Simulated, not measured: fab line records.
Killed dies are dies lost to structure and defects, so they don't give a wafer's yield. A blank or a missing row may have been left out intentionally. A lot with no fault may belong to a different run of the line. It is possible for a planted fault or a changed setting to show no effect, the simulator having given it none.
Struck lot and sound lot, side by side	flow nand harc	15 out of 1302 route steps
Sound: these wafers, L643.2, L643.5, L643.6. Struck: wafer L654.6 (L654.3, L654.4, from the same lot, were not struck and are left out); the cause is given at the end.
For every step that has rows: the tool of each side, followed by ch and its chambers, followed by its first start. Under that, the readings that differ: sound wafers	struck wafers	difference of the means	sigmas: that difference in standard deviations of wafers without a fault.
alike: same words and numbers on both sides, and readings whose means sit less than 2 such deviations apart. not compared: any withheld reading, any reading some wafer has no value for, any bound like >300 that may hide the same value, and any number with overlapping values for which the record gives no deviation.
A row with sigmas, a row that says differs or no value, or rows on one side alone: a step with any of these is where the two part. Numbers that have no deviation but don't overlap get no sigmas and don't part them. A reading missing from all wafers of one side parts the sides only when that side holds two or more wafers.

NHARC_P_GATE_DESCUM_31: chemistry O2, time 3 s.
  sound on rie diel-10 ch 0,1, day 8 06:32; struck on rie diel-10 ch 0, day 12 12:38
reading	sound	struck	difference	sigmas
throttle valve pct (%)	11.290 11.297 11.314	11.333	+0.033	+4
  alike: chamber pressure mTorr, drypump motor current A, oes product au, rf vpp V, showerhead plenum p Torr
  not compared: rf hours counter h
NHARC_P_GATE_ETCH_104: etches the open film in CF4/CHF3, target depth 60 nm.
  sound on rie diel-10 ch 0,1,3, day 8 06:38; struck on rie diel-10 ch 3, day 12 12:43
  alike: chamber pressure mTorr, drypump motor current A, oes product au, rf fwd power W, rf vpp V, showerhead plenum p Torr, throttle valve pct
NHARC_P_GATE_HM_OPEN_105: chemistry O2/COS, target depth 360 nm.
  sound on rie diel-10 ch 0,2,3; struck on rie diel-10 ch 2
  alike: chamber pressure mTorr, drypump motor current A, oes product au, rf fwd power W, rf vpp V, showerhead plenum p Torr, throttle valve pct
  not compared: rf hours counter h
then, 1 step without rows for these wafers: NHARC_P_GATE_STRIP_106 (strips in O2/COS).
NHARC_P_GATE_ETCH_114: etches the open film in CF4/O2, target depth 30 nm, overetch 3 nm, time 16.5 s.
  sound on rie diel-10 ch 1,2,3; struck on rie diel-10 ch 0
reading	sound	struck	difference	sigmas
chamber pressure mTorr (mTorr)	30.015 29.948 29.966	30.038	+0.062	+2
  alike: drypump motor current A, oes product au, rf fwd power W, rf vpp V, showerhead plenum p Torr, throttle valve pct
  not compared: rf hours counter h
then, 1 step without rows for these wafers: NHARC_P_GATE_ETCH_32 (etches the open film in HBr/Cl2, target depth 150 nm, time 100.1 s).
NHARC_P_GATE_STRIP_108: strips in O2.
  sound on rie diel-10 ch 0,1,3, day 8 07:12; struck on rie diel-10 ch 0, day 12 13:15
  alike: chamber pressure mTorr, drypump motor current A, oes product au, rf vpp V, showerhead plenum p Torr, throttle valve pct
  not compared: rf hours counter h
NHARC_P_GATE_CD_MEAS_33:
  sound on cd sem-02 at day 8 07:20; struck on cd sem-01 at day 12 13:26
  alike: cd nm
then, 4 steps without rows for these wafers: NHARC_P_GATE_STRIP_35 (strips in SPM, time 600 s); NHARC_P_GATE_PRECLEAN_73 (cleans in SC1); NHARC_P_GATE_SRD_74; NHARC_P_GATE_ALD_36 (deposits SiNx, target thk 20 nm, pulse time 60 s, ald cycles 223).
NHARC_P_GATE_ETCHBACK_37: etches the open film in CHF3/O2, target depth 34.5 nm, time 17.2 s.
  sound on rie diel-10 ch 0,1,2, day 8 17:27; struck on rie diel-10 ch 0, day 12 23:23
reading	sound	struck	difference	sigmas
o2 flow sccm (sccm)	10.013 9.980 9.963	8.037	-1.948	-65
throttle valve pct (%)	20.575 20.590 20.559	20.502	-0.073	-8
  alike: chamber pressure mTorr, drypump motor current A, oes product au, rf fwd power W, rf vpp V, showerhead plenum p Torr
  not compared: rf hours counter h
then, 1 step without rows for these wafers: NHARC_P_GATE_STRIP_101 (strips in O2, time 20 s).
-- break in the record here, with 19 days between the starts of the struck wafers on either side (left off in module P_GATE, picked up again in module END, where the first step shown is number 1302 on the route) --
NHARC_END_SORT_01:
  only the struck wafers appear in the record here, on prober-02 ch 0 at day 31 20:07; the sound ones have no rows

WHERE THEY PART
Earliest at NHARC_P_GATE_DESCUM_31; latest, in this record, at NHARC_END_SORT_01.

WHY: the cause the simulator had injected
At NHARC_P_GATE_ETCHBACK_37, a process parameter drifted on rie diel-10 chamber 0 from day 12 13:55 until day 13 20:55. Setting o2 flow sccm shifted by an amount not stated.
